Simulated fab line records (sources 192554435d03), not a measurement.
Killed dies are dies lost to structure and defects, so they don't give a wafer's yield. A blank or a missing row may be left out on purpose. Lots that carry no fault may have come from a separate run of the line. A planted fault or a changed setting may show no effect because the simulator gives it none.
One fault seen from 2 desks    flow n5 finfet    what lay behind the numbers comes last; until then each desk has only its own

AT THE TOOL OWNER'S DESK: cvd co-01
The tool's own readings at N5_BEOL_M3_CVD_47 (deposits Co from CCTBA/H2, target thk 3 nm, time 223.8 s): means of the sampled wafers that have a number, for each lot that ran on this tool. Marked OUT: a lot whose mean sits more than 4 standard deviations from the usual mean, which makes it out of limits; the brackets give that distance.
Columns: A = run length s at N5_BEOL_M3_CVD_47, usual 246.7 s
lot   first seen here  A
L933  day 7 05:37      246.9
L934  day 7 18:44      247.1
L952  day 11 22:45     198.2 (-93) OUT
L950  day 12 04:50     198.4 (-93) OUT
This desk's finding: out of limits on L950, L952; first on L952, day 11 22:45 (run length s at N5_BEOL_M3_CVD_47). L933, L934: within limits.

METROLOGY DESK
Means of the sampled wafers that have a number, per lot and without regard to the tool the lot ran on: this is what the gauges read. Marked OUT: a lot whose mean sits more than 4 standard deviations from the usual mean, which makes it out of limits; the brackets give that distance. It has 10 readings; the 7 that lie furthest out on some lot are the ones shown.
Columns: A = IOFF_P at N5_BEOL_M4_RC_MEAS_101, usual 0.21 nA/um; B = ION_N at N5_BEOL_M4_RC_MEAS_101, usual 675 uA/um; C = ION_P at N5_BEOL_M4_RC_MEAS_101, usual 463 uA/um; D = SS_N at N5_BEOL_M4_RC_MEAS_101, usual 71.6 mV/dec; E = SS_P at N5_BEOL_M4_RC_MEAS_101, usual 73.3 mV/dec; F = VT_N at N5_BEOL_M4_RC_MEAS_101, usual 250 mV; G = VT_P at N5_BEOL_M4_RC_MEAS_101, usual -251 mV
lot   first seen here  A     B    C    D     E     F    G
L933  day 8 01:43      0.19  661  453  72.1  73.7  251  -254
L934  day 8 10:36      0.24  686  466  71.5  73.8  246  -249
L935  day 8 20:47      0.18  665  455  71.2  73.2  251  -253
L936  day 9 01:07      0.21  673  462  71.6  72.6  249  -251
L939  day 10 01:47     0.17  672  455  71.6  73.0  250  -255
L948  day 12 04:16     0.25  683  467  71.7  73.5  249  -246
L952  day 12 11:17     0.28  688  472  72.4  73.8  248  -246
L950  day 12 16:11     0.18  661  456  71.0  72.8  254  -252
L953  day 13 21:14     0.24  680  467  72.0  74.3  249  -247
L956  day 14 05:08     0.19  669  457  71.5  73.1  252  -253
This desk's finding: nothing out of limits on any of the 10 lots.

TAKEN TOGETHER
At day 11 22:45, on L950, L952, the tool owner's desk was in a position to raise an alarm.
Metrology desk: nothing out of limits seen.
The metrology desk has L950, L952 on record, within its limits.
Every lot named ran N5_BEOL_M3_CVD_47 on cvd co-01.

WHAT THE SIMULATOR HAD PUT IN
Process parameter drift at N5_BEOL_M3_CVD_47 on cvd co-01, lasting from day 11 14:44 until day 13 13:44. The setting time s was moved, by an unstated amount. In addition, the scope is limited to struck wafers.
Lots struck among those shown: L950, L952.
Each desk's first reading out of limits, in hours after the fault started: the tool owner's desk, 8.
